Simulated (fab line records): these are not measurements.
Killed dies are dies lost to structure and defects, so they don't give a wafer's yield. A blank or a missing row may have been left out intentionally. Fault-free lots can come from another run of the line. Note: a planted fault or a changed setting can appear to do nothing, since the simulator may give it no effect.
Problem report, 8D (eight disciplines) form, completed by code | flow n5_finfet | the parts of the form that need people (team, actions taken, sign-off) are left out

## 1. WHAT IS WRONG
Mean of killed_at_contacts at N5_PASSIVATION_PROBE_49: 63 across 4 wafers in 3 lots; on wafers with no fault it is 11 (standard deviation 6). Relative to the usual mean, that is a shift of +8.7 standard deviations.
The first sign was on wafer L841.6 at day 15 07:32, on prober-02. At this step, 9 wafers from 3 lots have a number in the record. Rule for "out", or "out of limits": more than 4 standard deviations from the usual mean. All remaining wafers that have a number are taken as sound.

## 2. WHAT IT IS AND WHAT IT IS NOT
question                    | is                             | is not
which readings at this step | killed_at_contacts             | killed_at_M0_to_M3, killed_at_M4_up, killed_at_front_end, killed_open, killed_short, sort_bin_4_leakage, sort_bin_6_memory
which lots                  | L841, L842, L845               | -
which wafers of those lots  | L841.6, L842.3, L842.4, L845.4 | L841.3, L841.4, L842.1, L845.5, L845.6
read on which tools         | prober-02                      | -
when                        | from day 15 07:32              | up to then (2 sound wafers); but 3 sound wafers of L842, L845 came after

## 3. THE SUSPECTS, EACH WITH WHAT RULES IT OUT
Counting: a tool at a process step up to the reading stays a suspect if it ran every lot that is out. Sound lots after the first of them don't rule it out here, since some wafers of a struck lot are sound.
- rie_diel-05 at N5_MOL_CONTACT_COAG_ETCH_124 (etches SiNx in CH3F/O2, stops on SiOC, target depth 6.5 nm): kept. It ran every lot that is out, first L841 (day 7 22:51).
- pvd_sputter-02 at N5_PASSIVATION_DEGAS_18 (time 60 s): kept. It ran every lot that is out, first L841 (day 15 01:31).
- rie_diel-04 at N5_PASSIVATION_STRIP_48 (strips in O2): kept. It ran every lot that is out, first L841 (day 15 04:48).
- prober-02 at N5_PASSIVATION_PROBE_49: kept. It ran every lot that is out, first L841 (day 15 07:23). On those wafers its own readings are out: killed_at_contacts.
- Within rie_diel-05 at N5_MOL_CONTACT_COAG_ETCH_124: the wafers that are out ran in chamber 2; their sound lot-mates ran in chambers 0, 1, 3.
Left after counting: rie_diel-05 at N5_MOL_CONTACT_COAG_ETCH_124, pvd_sputter-02 at N5_PASSIVATION_DEGAS_18, rie_diel-04 at N5_PASSIVATION_STRIP_48, prober-02 at N5_PASSIVATION_PROBE_49.

## 4. THE CAUSE (what the simulator had put in)
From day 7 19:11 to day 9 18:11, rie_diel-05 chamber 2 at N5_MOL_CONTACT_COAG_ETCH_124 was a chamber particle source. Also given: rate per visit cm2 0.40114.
Counting left 4 suspects, and this tool is among them.

## 5. SEQUENCE OF EFFECTS, ordered by route
Each row: a reading where the mean over the struck wafers with a number is more than 3 standard deviations away from the usual. Only readings for which the record gives a usual standard deviation are gone through. hours: the time from each lot's start at the first step in this table that gives one to its start at this step, as a median over the lots. sigmas: the change in usual standard deviations.
hours | step                    | reading             | usual | on struck wafers | change | sigmas
0     | N5_PASSIVATION_PROBE_49 | killed_at_contacts  | 11    | 63               | +52    | +8.7
0     | N5_PASSIVATION_PROBE_49 | killed_on_rim       | 13    | 28               | +15    | +4.4
0     | N5_PASSIVATION_PROBE_49 | sort_bin_5_function | 5.0 % | 8.5              | +3.5   | +3.6
It contains these process steps:
- N5_PASSIVATION_PROBE_49

## 6. HOW IT WOULD HAVE BEEN CAUGHT EARLIER
In this record no reading fell out of limits until day 15 07:32, 180 hours after the fault had begun at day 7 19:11.
An alarm limit of 4 standard deviations would not have fired on the tool readings at N5_MOL_CONTACT_COAG_ETCH_124 for which the record gives a usual standard deviation, since none of them was out on any struck wafer.
The start of N5_MOL_CONTACT_COAG_ETCH_124 on rie_diel-05 came by day 15 07:32 for every one of the lots that are out (3). Tool hold at that time: it would have spared none of them.
